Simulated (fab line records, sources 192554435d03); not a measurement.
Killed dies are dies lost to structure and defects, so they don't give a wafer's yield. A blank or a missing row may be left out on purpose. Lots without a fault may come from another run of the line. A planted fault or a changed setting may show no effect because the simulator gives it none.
Which tool did it? | flow n5_finfet | 12 lots, 36 wafers sampled, at 1 step of a route of 1938

WHAT THE GAUGES READ, wafer by wafer
N5_BEOL_M3_OCD_MEAS_38.
lot  | measured     | on     | trench_depth_nm (nm)
L074 | day 7 10:41  | ocd-01 | 53.6 54.9 53.7
L077 | day 7 21:50  | ocd-02 | 54.5 53.7 53.7
L079 | day 8 09:42  | ocd-02 | 56.5 55.9 55.6
L081 | day 9 03:47  | ocd-01 | 53.1 56.5 53.2
L083 | day 9 12:59  | ocd-02 | 56.0 55.7 56.0
L085 | day 10 01:35 | ocd-01 | 57.1 54.6 54.8
L087 | day 10 19:10 | ocd-02 | 55.6 54.0 54.9
L089 | day 11 07:29 | ocd-01 | 53.7 56.1 56.1
L091 | day 11 11:09 | ocd-01 | 56.7 53.3 57.5
L093 | day 12 01:22 | ocd-02 | 53.9 55.6 54.3
L095 | day 12 14:26 | ocd-02 | 54.2 55.6 54.5
L097 | day 13 04:02 | ocd-01 | 56.5 56.0 54.7

WHICH TOOL RAN EACH LOT (tool, then ch and the chambers of the sampled wafers, then the start)
The record holds no process step before these readings.

THE ANSWER, worked out from the rows above alone
Rule: what is usual is taken from the lots themselves. Put in order of their means at a reading, lots are off if they are a third of the lots or fewer, leave a main group of 4 or more, and stand apart from it by a gap of 3 or more times the standard deviation of the main group's means; of several such gaps the widest counts. A main group whose means are all the same, to the digits that the tables above print for the reading, isn't used. A lot without any number at a reading at which 4 lots or more have one is off too. The other lots that the step has rows for count as sound.
No lot is off at any reading shown: from this, nothing can be told.

WHAT THE SIMULATOR HAD PUT IN
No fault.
